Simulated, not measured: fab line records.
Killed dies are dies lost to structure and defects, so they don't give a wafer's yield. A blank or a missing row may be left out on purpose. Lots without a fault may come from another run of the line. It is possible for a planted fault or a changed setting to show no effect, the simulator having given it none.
Chamber matching    flow n5_finfet    N5_BEOL_M0_TRENCH_ETCH_107 on rie_diel-04 has 4 sister chambers
The step etches SiOC in C4F6/O2, target depth 32.8 nm, time 16.4 s. 20 wafers are shown with their chamber, then 10 later ones without.

== WAFERS WITH THEIR CHAMBER ==
wafer   chamber  drypump_motor_current_A (A)  rf_vpp_V (V)  showerhead_plenum_p_Torr (Torr)
L075.2  0        6.7                          682           2.70
L075.5  3        6.5                          688           2.93
L075.6  0        6.7                          681           2.70
L077.3  3        6.4                          686           2.93
L077.5  3        6.4                          687           2.93
L077.6  2        5.7                          668           2.69
L082.2  3        6.4                          686           2.92
L082.3  1        6.3                          647           2.79
L082.6  0        6.7                          679           2.69
L083.2  1        6.3                          648           2.79
L083.5  3        6.5                          688           2.92
L083.6  2        5.6                          669           2.68
L087.1  3        6.4                          687           2.92
L087.4  2        5.6                          669           2.68
L087.5  2        5.6                          668           2.68
L090.1  2        5.6                          668           2.68
L090.2  1        6.3                          646           2.79
L090.5  3        6.4                          688           2.91
L093.1  0        6.7                          693           3.02
L093.3  3        6.4                          687           2.91

SIGNATURES, as means of the wafers listed above
reading                   chamber 0  chamber 1  chamber 2  chamber 3  scatter within a chamber
drypump_motor_current_A   6.700      6.300      5.620      6.425      0.0379
rf_vpp_V                  683.75     647.00     668.40     687.12     2.82
showerhead_plenum_p_Torr  2.7775     2.7900     2.6820     2.9213     0.0703
Rule: distance of a wafer from a chamber = root of the sum over the readings of ((wafer's reading minus chamber's mean) / reading's scatter) squared. The wafer belongs to the nearest chamber; if the next one is less than 2 further off, it can't be placed. How the scatter is found: for the shown wafers, subtract from each reading the mean of its chamber, square and add these, divide the total by (wafers less chambers), then take the root.

== WAFERS WITHOUT THEIR CHAMBER ==
wafer   drypump_motor_current_A (A)  rf_vpp_V (V)  showerhead_plenum_p_Torr (Torr)
L093.6  6.3                          646           2.79
L094.2  6.3                          646           2.78
L094.3  6.7                          693           3.02
L094.5  6.4                          687           2.91
L095.1  6.7                          692           3.02
L095.3  6.3                          646           2.78
L095.4  6.4                          687           2.91
L097.1  5.6                          680           3.01
L097.3  6.4                          687           2.91
L097.5  5.6                          679           3.01

== THE CHAMBER EACH PASSED THROUGH ==
wafer   from the rows above  in truth
L093.6  1                    1
L094.2  1                    1
L094.3  0                    0
L094.5  3                    3
L095.1  0                    0
L095.3  1                    1
L095.4  3                    3
L097.1  2                    2
L097.3  3                    3
L097.5  2                    2
Placed correctly: 10 of 10. Left unplaced by these rows: 0. Wrongly placed: 0.
